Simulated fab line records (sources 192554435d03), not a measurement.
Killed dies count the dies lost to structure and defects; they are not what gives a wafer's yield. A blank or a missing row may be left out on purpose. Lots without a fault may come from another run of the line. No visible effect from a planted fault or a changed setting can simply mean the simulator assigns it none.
fab line records	flow n5-finfet
[record] lots = 7	wafers = 39
route steps=1938 shown BEOL_M8@1368 BEOL_M9@1446 BEOL_M13@1673
start-h: hours from the record's first day to the start of the lot's first wafer shown	wait-h: hours since the lot's step before	" as in the row above	L1.1+2: several wafers, shown together as one row	- value missing, or start not given	* or withheld: withheld	< > ~ a bound
route shown NAME@n: a module of which the file shows steps, and the number in the route of the first	usual: average and standard deviation across the fault-free wafers	same: alike in all rows	chamber/n: place in a boat	sites: the reading at each site	_std_site: standard deviation across them	_edge_site: the outer-site mean with the inner-site mean subtracted	radius-mm: how far each site lies from the wafer's centre	mask NAME#n: copy n	behind: tool/chamber where the wafer was last shaped	hold: why the lot was held/for how many hours/how that ended	device: the transistor (n, p or np) that didn't switch	end of line: the tests these same wafers got at the end of their route	a step with no rows: only its recipe	killed: dies that structure and defects cost at the first sort, which is not the same as the wafer's yield	map: dies across one wafer; x = killed, . = not, _ = none there
set.NAME: the setting the step ran with; set.NAME@STEP: the setting that earlier step ran with	model.NAME: the simulator's own value behind a step, which no gauge read
one table per step and one row per wafer, for lots whose settings were changed on purpose
[[steps]]
[step N5_BEOL_M8_DESCUM_33]
[recipe] chemistry = O2	time-s = 7	source-power-w = 50	bias-power-w = 20	pressure-mtorr = 20	rf-frequency-hz = 2.712e+07	temp-c = 40	resist = CAR-EUV	o2-flow-sccm = 225
lot.wafer	tool	chamber	start-h	wait-h	set.time-s	model.CAR-EUV_of_BEOL_M8_COAT_22.thk-nm
L076.1+2+3	rie-diel-04	1,3,0	224.55	0.0	7	25.8
L076.4+5+6	"	2,3,2	"	"	7	26
L080.3+4	rie-diel-02	2	244.77	0.2	7	26.2
L080.5	"	1	"	"	7	26
L082.1+2	rie-diel-06	0,3	245.18	0.0	4.499	27.2
L082.3+4	"	2,1	"	"	7	26
L082.5	"	3	"	"	7	26.2
L082.6	"	2	"	"	4.499	27.4
L084.1+2+3+4+5+6	rie-diel-04	2,1,0,1,2,0	279.99	0.0	7	26.2
L088.1+2	rie-diel-02	3,2	280.03	0.0	7	26
L088.3+4+6	"	1,2,3	"	"	4.567	27.4
L088.5	"	1	"	"	7	26.2
L085.1+2	rie-diel-04	2,1	280.52	0.1	4.563	27.2
L085.3	"	0	"	"	4.563	27.4
L085.4	"	1	"	"	7	26.2
L085.5+6	"	0,2	"	"	7	26
L090.1+2+4+5+6	rie-diel-06	3,1,2,2,3	303.52	0.0	7	26
L090.3	"	0	"	"	7	25.8
[step N5_BEOL_M8_ETCH_72]
[recipe] chemistry = N2/H2	target = underlayer	target-depth-a = 65	mask-material = CAR-EUV	time-s = 5.2	ion-energy-ev = 200	pressure-mtorr = 30	source-w = 840	bias-w = 150	n2-flow-sccm = 200	h2-flow-sccm = 200	ends = cleared
lot.wafer	tool	chamber	start-h	wait-h	set.time-s@BEOL_M8_DESCUM_33	model.CAR-EUV_of_BEOL_M8_COAT_22.thk-nm
L076.1+2+3+4+5+6	rie-diel-04	1,3,0,2,3,2	224.58	0.0	7	20.2
L080.3+4	rie-diel-02	2	244.80	0.0	7	20.4
L080.5	"	1	"	"	7	20.2
L082.1	rie-diel-06	0	245.21	0.0	4.499	21.2
L082.2	"	3	"	"	4.499	21.4
L082.3	"	2	"	"	7	20.2
L082.4+5	"	1,3	"	"	7	20.4
L082.6	"	2	"	"	4.499	21.6
L084.1+2+3+4+5+6	rie-diel-04	2,1,0,1,2,0	280.02	0.0	7	20.4
L088.1	rie-diel-02	3	280.07	0.0	7	20.2
L088.2+5	"	2,1	"	"	7	20.4
L088.3	"	1	"	"	4.567	21.4
L088.4+6	"	2,3	"	"	4.567	21.6
L085.1	rie-diel-04	2	280.56	0.0	4.563	21.4
L085.2+3	"	1,0	"	"	4.563	21.6
L085.4	"	1	"	"	7	20.4
L085.5+6	"	0,2	"	"	7	20.2
L090.1+2+4+6	rie-diel-06	3,1,2,3	303.56	0.0	7	20.2
L090.3	"	0	"	"	7	20
L090.5	"	2	"	"	7	20.4
[step N5_BEOL_M8_ETCH_65]
[recipe] chemistry = CF4	target = SiARC	target-depth-a = 156	mask-material = CAR-EUV	time-s = 26	ion-energy-ev = 80	pressure-mtorr = 40	source-w = 545	bias-w = 36	Ar_flow_sccm = 100	cf4-flow-sccm = 100	ends = cleared
lot.wafer	tool	chamber	start-h	wait-h	set.time-s@BEOL_M8_DESCUM_33	model.CAR-EUV_of_BEOL_M8_COAT_22.thk-nm
L076.1+2+3+4+5+6	rie-diel-04	1,3,0,2,3,2	224.60	0.0	7	11
L080.3+4	rie-diel-02	2	244.82	0.0	7	11.2
L080.5	"	1	"	"	7	11
L082.1	rie-diel-06	0	245.23	0.0	4.499	12
L082.2	"	3	"	"	4.499	12.2
L082.3	"	2	"	"	7	11
L082.4+5	"	1,3	"	"	7	11.2
L082.6	"	2	"	"	4.499	12.4
L084.1+2+4+5+6	rie-diel-04	2,1,1,2,0	280.04	0.0	7	11.2
L084.3	"	0	"	"	7	11.4
L088.1	rie-diel-02	3	280.09	0.0	7	11
L088.2+5	"	2,1	"	"	7	11.2
L088.3	"	1	"	"	4.567	12.2
L088.4+6	"	2,3	"	"	4.567	12.4
L085.1+2+3	rie-diel-04	2,1,0	280.57	0.0	4.563	12.2
L085.4+5+6	"	1,0,2	"	"	7	11
L090.1+2+4+6	rie-diel-06	3,1,2,3	303.57	0.0	7	11
L090.3	"	0	"	"	7	10.8
L090.5	"	2	"	"	7	11.2
[step N5_BEOL_M9_TRENCH_ETCH_37]
[recipe] chemistry = C4F6/O2	target-depth-a = 1514.3	target = SiCOH_lowk	time-s = 49	ion-energy-ev = 250	pressure-mtorr = 30	source-w = 345	bias-w = 185	Ar_flow_sccm = 300	C4F6_flow_sccm = 10	O2_flow_sccm = 10
lot.wafer	tool	chamber	start-h	wait-h	set.target-depth-a	model.etch.depth-nm	model.BEOL_M9.feature-depth-nm	model.TiN_of_BEOL_M9_HM_DEP_02.thk-nm
L076.1	rie-diel-03	1	-	-	1514.3	153.3	153.2	15.8
L076.2	"	3	"	"	1514.3	156.9	157	15.6
L076.3	"	2	"	"	1514.3	154.1	154.2	15.8
L076.4	"	1	"	"	2062	208.7	208.8	14.4
L076.5	"	2	"	"	2062	207.6	207.6	14
L076.6	"	3	"	"	2062	213.2	213.2	14.2
L080.3	rie-diel-05	0	-	-	1514.3	154.7	154.6	16
L080.4	"	2	"	"	1514.3	151.5	151.6	15.8
L080.5	"	3	"	"	1514.3	162.3	162.2	15.6
L082.1	rie-diel-05	1	-	-	953.7	92.09	92	17.6
L082.2	"	3	"	"	1514.3	159.7	159.8	15.2
L082.3	"	2	"	"	1514.3	150.1	150	15.6
L082.4	"	0	"	"	1514.3	152.2	152.2	15.6
L082.5	"	3	"	"	953.7	101	101	17
L082.6	"	2	"	"	953.7	96.16	96.2	17
L084.1	rie-diel-03	0	-	-	656.8	66.78	66.8	17.8
L084.2	"	3	"	"	656.8	68.87	68.8	17.8
L084.3	"	1	"	"	1514.3	154.6	154.6	15.4
L084.4	"	2	"	"	1514.3	153.5	153.6	15.4
L084.5	"	1	"	"	1514.3	153.9	154	15.6
L084.6	"	2	"	"	656.8	66.63	66.6	17.8
L085.1	rie-diel-05	3	-	-	1514.3	161.2	161.2	15.2
L085.2	"	1	"	"	1514.3	144	144	15.6
L085.3	"	2	"	"	1514.3	152.1	152.2	15.2
L085.4	"	0	"	"	1514.3	154.1	154	15.4
L085.5	"	0	"	"	1514.3	154	154	15.4
L085.6	"	1	"	"	1514.3	144.4	144.4	15.6
L088.1	rie-diel-03	0	-	-	1514.3	153.4	153.4	15.4
L088.2	"	1	"	"	1514.3	154.9	155	15.6
L088.3	"	3	"	"	1514.3	159.2	159.2	15.4
L088.4	"	2	"	"	1514.3	152.6	152.6	15.8
L088.5	"	0	"	"	1514.3	153.2	153.2	15.2
L088.6	"	1	"	"	1514.3	153.6	153.6	15.8
L090.1	rie-diel-01	2	-	-	637.5	65.18	65.2	18.4
L090.2	"	0	"	"	1514.3	150.2	150.2	15.6
L090.3	"	1	"	"	1514.3	157.5	157.4	15.8
L090.4	"	3	"	"	637.5	61.52	61.6	18.2
L090.5	"	0	"	"	637.5	63.67	63.6	18.6
L090.6	"	3	"	"	1514.3	146.9	146.8	16.2
[step N5_BEOL_M9_ETCH_41]
[recipe] chemistry = CH3F/O2	target = SiCN	target-depth-a = 366	taper-deg = 2	time-s = 70.1	ion-energy-ev = 120	mask-material = TiN	pressure-mtorr = 30	source-w = 395	bias-w = 75	Ar_flow_sccm = 150	CH3F_flow_sccm = 30	O2_flow_sccm = 20
[step N5_BEOL_M9_STRIP_80]
[recipe] chemistry = N2/H2	time-s = 10	power-w = 450	temp-c = 40	pressure-mtorr = 20	rf-frequency-hz = 6e+07	bias-power-w = 7	n2-flow-sccm = 200	h2-flow-sccm = 200
[step N5_BEOL_M9_OCD_MEAS_38]
[usual] trench-depth-nm = 152/4.2
lot.wafer	tool	chamber	start-h	wait-h	set.target-depth-a@BEOL_M9_TRENCH_ETCH_37	trench-depth-nm
L076.1	ocd-02	-	231.49	-	1514.3	153
L076.2	"	-	"	"	1514.3	157
L076.3	"	-	"	"	1514.3	154
L076.4	"	-	"	"	2062	209
L076.5	"	-	"	"	2062	207
L076.6	"	-	"	"	2062	213
L080.3	ocd-02	-	252.98	-	1514.3	154
L080.4	"	-	"	"	1514.3	151
L080.5	"	-	"	"	1514.3	162
L082.1	ocd-01	-	256.66	-	953.7	92
L082.2	"	-	"	"	1514.3	160
L082.3	"	-	"	"	1514.3	150
L082.4	"	-	"	"	1514.3	152
L082.5	"	-	"	"	953.7	101
L082.6	"	-	"	"	953.7	96
L084.1	ocd-02	-	286.20	-	656.8	67
L084.2	"	-	"	"	656.8	69
L084.3	"	-	"	"	1514.3	155
L084.4	"	-	"	"	1514.3	153
L084.5	"	-	"	"	1514.3	154
L084.6	"	-	"	"	656.8	67
L085.1	ocd-01	-	291.39	-	1514.3	161
L085.2	"	-	"	"	1514.3	144
L085.3	"	-	"	"	1514.3	152
L085.4	"	-	"	"	1514.3	154
L085.5	"	-	"	"	1514.3	154
L085.6	"	-	"	"	1514.3	144
L088.1	ocd-02	-	291.43	-	1514.3	154
L088.2	"	-	"	"	1514.3	-
L088.3	"	-	"	"	1514.3	159
L088.4	"	-	"	"	1514.3	-
L088.5	"	-	"	"	1514.3	153
L088.6	"	-	"	"	1514.3	-
L090.1	ocd-01	-	313.96	-	637.5	65
L090.2	"	-	"	"	1514.3	150
L090.3	"	-	"	"	1514.3	158
L090.4	"	-	"	"	637.5	62
L090.5	"	-	"	"	637.5	64
L090.6	"	-	"	"	1514.3	147
[step N5_BEOL_M9_HM_STRIP_39]
[recipe] chemistry = peroxide-tin-strip	material = TiN	target-depth-a = 250	temp-c = 50	time-s = 158
[step N5_BEOL_M9_SRD_40]
[recipe] time-s = 30	temp-c = 23	rinse-liquid = diw	dry = ipa-marangoni
[step N5_BEOL_M9_ECD_50]
[recipe] material = Cu	target-thk-a = 3180
[step N5_BEOL_M9_ANNEAL_51]
[recipe] temp-c = 225	time-s = 90	ambient = N2
[step N5_BEOL_M9_CMP_52]
[recipe] stop-on = SiCOH_lowk	t-overpolish-s = 7	down-force-psi = 1	platen-rpm = 50	clearing-platen-down-force-psi = 1.5	clearing-platen-rpm = 50	post-cmp-clean = cu-alkaline	target-thk-nm = 140	clearing-platen-pad-velocity-m-s = 0.99484	pad-velocity-m-s = 0.99484
lot.wafer	tool	chamber	start-h	wait-h	set.target-depth-a@BEOL_M9_TRENCH_ETCH_37	model.Cu_of_BEOL_M9_ECD_50.thk-nm
L076.3	cmp-02	3	233.92	0.2	1514.3	143.2
L076.1	"	0	"	"	1514.3	141.4
L076.2	"	1	"	"	1514.3	148.2
L076.4	"	2	"	"	2062	198
L076.6	"	3	"	"	2062	200.4
L076.5	"	0	"	"	2062	196.2
L080.3	cmp-03	1	255.46	0.2	1514.3	144.2
L080.4	"	2	"	"	1514.3	139
L080.5	"	3	"	"	1514.3	152
L082.3	cmp-04	2	260.23	0.2	1514.3	140.8
L082.1	"	3	"	"	953.7	82.4
L082.4	"	0	"	"	1514.3	142.2
L082.2	"	1	"	"	1514.3	150
L082.5	"	2	"	"	953.7	90.2
L082.6	"	3	"	"	953.7	86.8
L084.1	cmp-03	2	288.51	0.3	656.8	55.8
L084.3	"	3	"	"	1514.3	144
L084.4	"	0	"	"	1514.3	143.2
L084.2	"	1	"	"	656.8	58.2
L084.5	"	2	"	"	1514.3	143
L084.6	"	3	"	"	656.8	56.2
L088.4+6	cmp-03	1,2	293.55	0.1	1514.3	143
L088.2	"	2	"	"	1514.3	144.6
L088.1	"	3	"	"	1514.3	144.2
L088.3	"	0	"	"	1514.3	149.8
L088.5	"	1	"	"	1514.3	142.8
L085.1	cmp-04	2	293.73	0.3	1514.3	148.4
L085.3	"	3	"	"	1514.3	141.6
L085.2	"	0	"	"	1514.3	132.8
L085.4	"	1	"	"	1514.3	142.6
L085.6	"	2	"	"	1514.3	132.6
L085.5	"	3	"	"	1514.3	143.8
L090.3	cmp-03	0	317.59	0.2	1514.3	145.8
L090.2	"	1	"	"	1514.3	137.2
L090.4	"	2	"	"	637.5	50.2
L090.1	"	3	"	"	637.5	54.4
L090.6	"	0	"	"	1514.3	137
L090.5	"	1	"	"	637.5	52.2
[step N5_BEOL_M9_THK_MEAS_53]
[recipe] thk-meas-gauge = xrf	reads = Cu_of_BEOL_M9_ECD_50
[usual] M9_THK = 142/4.6
lot.wafer	tool	chamber	start-h	wait-h	set.target-depth-a@BEOL_M9_TRENCH_ETCH_37	M9_THK[nm]
L076.1	film-metro-01	-	234.21	-	1514.3	141
L076.2	"	-	"	"	1514.3	149
L076.3	"	-	"	"	1514.3	144
L076.4	"	-	"	"	2062	199
L076.5	"	-	"	"	2062	197
L076.6	"	-	"	"	2062	201
L080.3	film-metro-01	-	255.68	-	1514.3	144
L080.4	"	-	"	"	1514.3	139
L080.5	"	-	"	"	1514.3	153
L082.1	film-metro-01	-	260.53	-	953.7	82
L082.2	"	-	"	"	1514.3	149
L082.3	"	-	"	"	1514.3	140
L082.4	"	-	"	"	1514.3	142
L082.5	"	-	"	"	953.7	90
L082.6	"	-	"	"	953.7	87
L084.1	film-metro-02	-	288.80	-	656.8	56
L084.2	"	-	"	"	656.8	58
L084.3	"	-	"	"	1514.3	144
L084.4	"	-	"	"	1514.3	144
L084.5	"	-	"	"	1514.3	143
L084.6	"	-	"	"	656.8	56
L088.1	film-metro-01	-	293.84	-	1514.3	146
L088.2	"	-	"	"	1514.3	-
L088.3	"	-	"	"	1514.3	152
L088.4	"	-	"	"	1514.3	-
L088.5	"	-	"	"	1514.3	145
L088.6	"	-	"	"	1514.3	-
L085.1	film-metro-01	-	294.03	-	1514.3	149
L085.2	"	-	"	"	1514.3	133
L085.3	"	-	"	"	1514.3	142
L085.4	"	-	"	"	1514.3	143
L085.5	"	-	"	"	1514.3	144
L085.6	"	-	"	"	1514.3	133
L090.1	film-metro-02	-	317.88	-	637.5	54
L090.2	"	-	"	"	1514.3	137
L090.3	"	-	"	"	1514.3	146
L090.4	"	-	"	"	637.5	50
L090.5	"	-	"	"	637.5	52
L090.6	"	-	"	"	1514.3	137
[step N5_BEOL_M9_PRE_CLEAN_55]
[recipe] gas = NH3	time-s = 15	temp-c = withheld	rf-power-w = 300
[step N5_BEOL_M9_DEP_56]
[recipe] material = SiCN	target-thk-a = 150	temp-c = withheld	precursor = 3MS/NH3	pressure-torr = 3	rf-w = 202	time-s = 26.5
[step N5_BEOL_M9_RS_MEAS_57]
[recipe] thk-meas-gauge = four-point-probe	reads = Cu_of_BEOL_M9_ECD_50+Co_of_BEOL_M9_CVD_78+TaN_of_BEOL_M9_ALD_74
[usual] M9_RS = 0.149/0.0052
lot.wafer	tool	chamber	start-h	wait-h	set.target-depth-a@BEOL_M9_TRENCH_ETCH_37	M9_RS[ohm/sq]
L076.1	film-metro-01	-	234.38	0.1	1514.3	0.149
L076.2	"	-	"	"	1514.3	0.142
L076.3	"	-	"	"	1514.3	0.147
L076.4	"	-	"	"	2062	0.103
L076.5	"	-	"	"	2062	0.105
L076.6	"	-	"	"	2062	0.102
L080.3	film-metro-02	-	255.81	0.1	1514.3	0.146
L080.4	"	-	"	"	1514.3	0.152
L080.5	"	-	"	"	1514.3	0.138
L082.1	film-metro-01	-	260.66	0.1	953.7	0.275
L082.2	"	-	"	"	1514.3	0.140
L082.3	"	-	"	"	1514.3	0.150
L082.4	"	-	"	"	1514.3	0.148
L082.5	"	-	"	"	953.7	0.248
L082.6	"	-	"	"	953.7	0.259
L084.1	film-metro-01	-	288.94	0.1	656.8	0.440
L084.2	"	-	"	"	656.8	0.420
L084.3	"	-	"	"	1514.3	0.146
L084.4	"	-	"	"	1514.3	0.147
L084.5	"	-	"	"	1514.3	0.147
L084.6	"	-	"	"	656.8	0.436
L088.1	film-metro-02	-	293.98	0.1	1514.3	0.146
L088.2	"	-	"	"	1514.3	-
L088.3	"	-	"	"	1514.3	0.140
L088.4	"	-	"	"	1514.3	-
L088.5	"	-	"	"	1514.3	0.147
L088.6	"	-	"	"	1514.3	-
L085.1	film-metro-02	-	294.16	0.1	1514.3	0.142
L085.2	"	-	"	"	1514.3	0.160
L085.3	"	-	"	"	1514.3	0.149
L085.4	"	-	"	"	1514.3	0.148
L085.5	"	-	"	"	1514.3	0.146
L085.6	"	-	"	"	1514.3	0.160
L090.1	film-metro-02	-	318.05	0.1	637.5	0.454
L090.2	"	-	"	"	1514.3	0.154
L090.3	"	-	"	"	1514.3	0.144
L090.4	"	-	"	"	637.5	0.504
L090.5	"	-	"	"	637.5	0.480
L090.6	"	-	"	"	1514.3	0.155
[step N5_BEOL_M13_ETCH_59]
[recipe] chemistry = N2/H2	target = BARC	target-depth-a = 890	overetch-a = 267	time-s = 67.9	ion-energy-ev = 200	pressure-mtorr = 30	source-w = 840	bias-w = 150	n2-flow-sccm = 200	h2-flow-sccm = 200
lot.wafer	tool	chamber	start-h	wait-h	set.time-s	model.coat_of_BEOL_M13_COAT_04.thk-nm	model.etch.depth-nm
L076.1	rie-diel-01	2	258.98	0.0	35.01	350.4	60.79
L076.2	"	0	"	"	67.9	320.4	88.69
L076.3	"	1	"	"	35.01	346.8	62.23
L076.4	"	3	"	"	67.9	319.6	88.96
L076.5	"	0	"	"	35.01	349	58.79
L076.6	"	1	"	"	67.9	314.2	89.28
L080.3	rie-diel-03	2	277.81	0.0	67.9	317.2	89.02
L080.4	"	3	"	"	67.9	311.6	88.88
L080.5	"	1	"	"	67.9	317	89.02
L082.1	rie-diel-05	2	283.38	0.0	67.9	317.6	88.69
L082.2	"	0	"	"	55.16	325.8	88.82
L082.3	"	1	"	"	67.9	320.2	88.76
L082.4	"	3	"	"	55.16	323.2	88.78
L082.5	"	3	"	"	55.16	324.8	89.06
L082.6	"	2	"	"	67.9	317.6	88.75
L084.1	rie-diel-03	0	310.90	0.0	67.9	316.6	89.4
L084.2	"	3	"	"	67.9	311.8	89.24
L084.3	"	1	"	"	67.9	317.6	89.15
L084.4	"	2	"	"	67.9	317.2	89.16
L084.5	"	1	"	"	67.9	317.4	89.17
L084.6	"	2	"	"	67.9	316.8	88.96
L088.1	rie-diel-01	1	316.26	0.0	52.69	330.8	88.83
L088.2	"	3	"	"	52.69	334.4	84.47
L088.3	"	0	"	"	67.9	320.4	88.75
L088.4	"	2	"	"	67.9	317	88.86
L088.5	"	3	"	"	67.9	321	89.09
L088.6	"	0	"	"	52.69	335.4	87.12
L085.1	rie-diel-01	3	316.57	0.0	67.9	320.4	89.34
L085.2	"	0	"	"	47.07	338.6	78.58
L085.3	"	2	"	"	47.07	339	80.77
L085.4	"	1	"	"	67.9	315.8	89.48
L085.5	"	2	"	"	47.07	337.8	80.78
L085.6	"	3	"	"	67.9	321.2	89.07
L090.1	rie-diel-01	2	340.95	0.0	99.18	285.8	89.31
L090.2	"	3	"	"	99.18	288.6	89.34
L090.3	"	0	"	"	67.9	319.4	89.28
L090.4	"	1	"	"	67.9	314	88.95
L090.5	"	2	"	"	99.18	285.2	89.15
L090.6	"	3	"	"	67.9	319	89.06
[step N5_BEOL_M13_VIA_ETCH_16]
[recipe] chemistry = C4F8/O2/Ar	target = SiOC	pressure-mtorr = 30	source-w = 3000	bias-w = 700	Ar_flow_sccm = 400	C4F8_flow_sccm = 15	O2_flow_sccm = 8	he-inner-torr = 15	he-outer-torr = 30	target-depth-a = 9217	time-s = withheld	ion-energy-ev = 250	ends = cleared
lot.wafer	tool	chamber	start-h	wait-h	set.time-s@BEOL_M13_ETCH_59	model.coat_of_BEOL_M13_COAT_04.thk-nm
L076.1	rie-diel-01	2	259.03	0.0	*	105.8
L076.2	"	0	"	"	*	77.2
L076.3	"	1	"	"	*	103.6
L076.4	"	3	"	"	*	70.6
L076.5	"	0	"	"	*	102.2
L076.6	"	1	"	"	*	66.2
L080.3	rie-diel-03	2	277.86	0.0	*	66.4
L080.4	"	3	"	"	*	56.6
L080.5	"	1	"	"	*	64.8
L082.1+3	rie-diel-05	2,1	283.43	0.0	*	74.2
L082.2	"	0	"	"	*	82.4
L082.4	"	3	"	"	*	72.8
L082.5	"	3	"	"	*	74
L082.6	"	2	"	"	*	68.6
L084.1	rie-diel-03	0	310.95	0.0	*	70.4
L084.2	"	3	"	"	*	65.8
L084.3	"	1	"	"	*	72.4
L084.4	"	2	"	"	*	69.6
L084.5	"	1	"	"	*	66.6
L084.6	"	2	"	"	*	66
L088.1	rie-diel-01	1	316.32	0.0	*	80.8
L088.2	"	3	"	"	*	89.8
L088.3	"	0	"	"	*	74.8
L088.4	"	2	"	"	*	67
L088.5	"	3	"	"	*	69.4
L088.6	"	0	"	"	*	88
L085.1	rie-diel-01	3	316.62	0.0	*	72.6
L085.2	"	0	"	"	*	93.2
L085.3	"	2	"	"	*	94.4
L085.4	"	1	"	"	*	67
L085.5	"	2	"	"	*	85.4
L085.6	"	3	"	"	*	69.4
L090.1	rie-diel-01	2	341.00	0.0	*	40.2
L090.2	"	3	"	"	*	41.4
L090.3	"	0	"	"	*	75.4
L090.4	"	1	"	"	*	66.4
L090.5	"	2	"	"	*	36
L090.6	"	3	"	"	*	69.8
[step N5_BEOL_M13_STRIP_63]
[recipe] chemistry = N2/H2	power-w = 1000	temp-c = 250	h2-frac = 0.65	overash-fraction = 0.3	pressure-mtorr = 1000	n2-flow-sccm = 1750	h2-flow-sccm = 3250
[usual] strip-time-to-endpoint-s = 27.5/1.3
lot.wafer	tool	chamber	start-h	wait-h	set.time-s@BEOL_M13_ETCH_59	strip-time-to-endpoint-s
L076.1	plasma-asher-02	0	259.27	-	35.01	37.8
L076.2	"	1	"	"	67.9	29.8
L076.3	"	1	"	"	35.01	37.2
L076.4	"	0	"	"	67.9	27.8
L076.5	"	0	"	"	35.01	36.8
L076.6	"	1	"	"	67.9	26.6
L080.3	plasma-asher-02	1	278.12	-	67.9	26.6
L080.4	"	0	"	"	67.9	23.7
L080.5	"	1	"	"	67.9	26.1
L082.1	plasma-asher-01	0	283.67	-	67.9	28.9
L082.2	"	1	"	"	55.16	31.2
L082.3	"	0	"	"	67.9	28.9
L082.4	"	1	"	"	55.16	28.5
L082.5	"	1	"	"	55.16	28.9
L082.6	"	0	"	"	67.9	27.3
L084.1	plasma-asher-02	1	311.19	-	67.9	27.8
L084.2	"	0	"	"	67.9	26.4
L084.3	"	1	"	"	67.9	28.4
L084.4	"	0	"	"	67.9	27.5
L084.5	"	0	"	"	67.9	26.7
L084.6	"	1	"	"	67.9	26.5
L088.1	plasma-asher-01	1	316.55	-	52.69	30.8
L088.2	"	0	"	"	52.69	33.4
L088.3	"	1	"	"	67.9	29.1
L088.4	"	0	"	"	67.9	26.8
L088.5	"	0	"	"	67.9	27.5
L088.6	"	1	"	"	52.69	32.8
L085.1	plasma-asher-02	1	316.91	-	67.9	28.4
L085.2	"	0	"	"	47.07	34.3
L085.3	"	0	"	"	47.07	34.7
L085.4	"	1	"	"	67.9	26.8
L085.5	"	1	"	"	47.07	32.1
L085.6	"	0	"	"	67.9	27.5
L090.1	plasma-asher-02	0	341.24	-	99.18	18.5
L090.2	"	1	"	"	99.18	18.9
L090.3	"	0	"	"	67.9	29.3
L090.4	"	1	"	"	67.9	26.6
L090.5	"	0	"	"	99.18	17.1
L090.6	"	1	"	"	67.9	27.6
[[key]]
[split] step = N5_BEOL_M8_DESCUM_33	setting = time-s	stated = 7	by = wafer
[response] step = N5_BEOL_M8_DESCUM_33	reading = model.CAR-EUV_of_BEOL_M8_COAT_22.thk-nm	change = -0.0354	per = 1%	r = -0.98
[response] step = N5_BEOL_M8_ETCH_72	reading = model.CAR-EUV_of_BEOL_M8_COAT_22.thk-nm	change = -0.0335	per = 1%	r = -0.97
[response] step = N5_BEOL_M8_ETCH_65	reading = model.CAR-EUV_of_BEOL_M8_COAT_22.thk-nm	change = -0.0329	per = 1%	r = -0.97
[split] step = N5_BEOL_M9_TRENCH_ETCH_37	setting = target-depth-a	stated = 1514.3	by = wafer
[response] step = N5_BEOL_M9_TRENCH_ETCH_37	reading = model.etch.depth-nm	change = +1.53	per = 1%	r = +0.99
[response] step = N5_BEOL_M9_TRENCH_ETCH_37	reading = model.BEOL_M9.feature-depth-nm	change = +1.53	per = 1%	r = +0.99
[response] step = N5_BEOL_M9_TRENCH_ETCH_37	reading = model.TiN_of_BEOL_M9_HM_DEP_02.thk-nm	change = -0.0431	per = 1%	r = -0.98
[response] step = N5_BEOL_M9_OCD_MEAS_38	reading = trench-depth-nm	change = +1.53	per = 1%	r = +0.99
[response] step = N5_BEOL_M9_CMP_52	reading = model.Cu_of_BEOL_M9_ECD_50.thk-nm	change = +1.52	per = 1%	r = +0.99
[response] step = N5_BEOL_M9_THK_MEAS_53	reading = M9_THK	change = +1.52	per = 1%	r = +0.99
[response] step = N5_BEOL_M9_RS_MEAS_57	reading = M9_RS	change = -0.00443	per = 1%	r = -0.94
[split] step = N5_BEOL_M13_ETCH_59	setting = time-s	stated = 67.9	by = wafer
[response] step = N5_BEOL_M13_ETCH_59	reading = model.coat_of_BEOL_M13_COAT_04.thk-nm	change = -0.628	per = 1%	r = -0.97
[response] step = N5_BEOL_M13_ETCH_59	reading = model.etch.depth-nm	shape = bent	at-lowest = 60.6	at-stated = 89.04	at-highest = 89.27
[response] step = N5_BEOL_M13_VIA_ETCH_16	reading = model.coat_of_BEOL_M13_COAT_04.thk-nm	change = -0.655	per = 1%	r = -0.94
[response] step = N5_BEOL_M13_STRIP_63	reading = strip-time-to-endpoint-s	change = *	per = 1%	r = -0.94
